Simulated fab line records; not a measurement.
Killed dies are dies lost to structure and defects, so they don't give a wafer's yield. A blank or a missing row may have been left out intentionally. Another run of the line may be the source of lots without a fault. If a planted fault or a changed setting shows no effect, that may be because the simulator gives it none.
Chamber matching + flow n5 finfet + N5_BEOL_M11_STRIP_19 on rie diel-06 has 4 sister chambers
The step strips in O2. 14 wafers are shown with their chamber, then 7 later ones without.

== EACH WAFER AND ITS CHAMBER ==
| wafer  | chamber | oes product au (a.u.) | drypump motor current A (A) | throttle valve pct (%) |
|--------|---------|-----------------------|-----------------------------|------------------------|
| L074.1 | 1       | 0.72                  | 5.88                        | 16.88                  |
| L074.2 | 3       | 0.89                  | 5.80                        | 16.86                  |
| L074.3 | 2       | 0.69                  | 5.52                        | 16.69                  |
| L075.2 | 0       | 0.73                  | 5.83                        | 16.92                  |
| L075.3 | 3       | 0.90                  | 5.80                        | 16.87                  |
| L075.6 | 3       | 0.89                  | 5.77                        | 16.85                  |
| L077.1 | 0       | 0.72                  | 5.82                        | 16.93                  |
| L077.2 | 1       | 0.72                  | 5.90                        | 16.89                  |
| L077.5 | 3       | 0.88                  | 5.84                        | 16.84                  |
| L079.1 | 3       | 0.87                  | 5.77                        | 16.87                  |
| L079.2 | 2       | 0.69                  | 5.52                        | 16.73                  |
| L079.4 | 1       | 0.72                  | 5.94                        | 16.92                  |
| L080.2 | 3       | 0.88                  | 5.77                        | 16.88                  |
| L080.3 | 1       | 0.71                  | 5.88                        | 16.91                  |

SIGNATURES (means of the wafers above)
| reading                 | chamber 0 | chamber 1 | chamber 2 | chamber 3 | scatter within a chamber |
|-------------------------|-----------|-----------|-----------|-----------|--------------------------|
| oes product au          | 0.7250    | 0.7175    | 0.6900    | 0.8850    | 0.00822                  |
| drypump motor current A | 5.8250    | 5.9000    | 5.5200    | 5.7917    | 0.0252                   |
| throttle valve pct      | 16.9250   | 16.9000   | 16.7100   | 16.8617   | 0.0171                   |
Rule: for each reading, subtract the chamber's mean from the wafer's reading, divide by that reading's scatter and square the result; add these up over the readings and take the root, which gives the wafer's distance from the chamber. If the next closest chamber is less than 2 further off than the closest, the wafer can't be placed; otherwise it belongs to the closest. The scatter: the root of (the sum of the squares of (reading less its chamber's mean) over the shown wafers, divided by (wafers less chambers)).

== WAFERS WITHOUT THEIR CHAMBER ==
| wafer  | oes product au (a.u.) | drypump motor current A (A) | throttle valve pct (%) |
|--------|-----------------------|-----------------------------|------------------------|
| L080.6 | 0.69                  | 5.50                        | 16.74                  |
| L082.2 | 0.71                  | 5.84                        | 16.94                  |
| L082.3 | 0.86                  | 5.77                        | 16.87                  |
| L082.6 | 0.69                  | 5.53                        | 16.74                  |
| L088.2 | 0.85                  | 5.76                        | 16.90                  |
| L088.4 | 0.70                  | 5.90                        | 16.94                  |
| L088.6 | 0.70                  | 5.88                        | 16.91                  |

== CHAMBER TAKEN BY EACH ==
| wafer  | from the rows above     | in truth |
|--------|-------------------------|----------|
| L080.6 | 2                       | 2        |
| L082.2 | can't be placed: 0 or 1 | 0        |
| L082.3 | 3                       | 3        |
| L082.6 | 2                       | 2        |
| L088.2 | 3                       | 3        |
| L088.4 | can't be placed: 1 or 0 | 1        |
| L088.6 | can't be placed: 1 or 0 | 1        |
Placed correctly: 4 of 7. These rows do not allow placing 3 (true chamber among the candidates in 3). 0 placed wrongly.
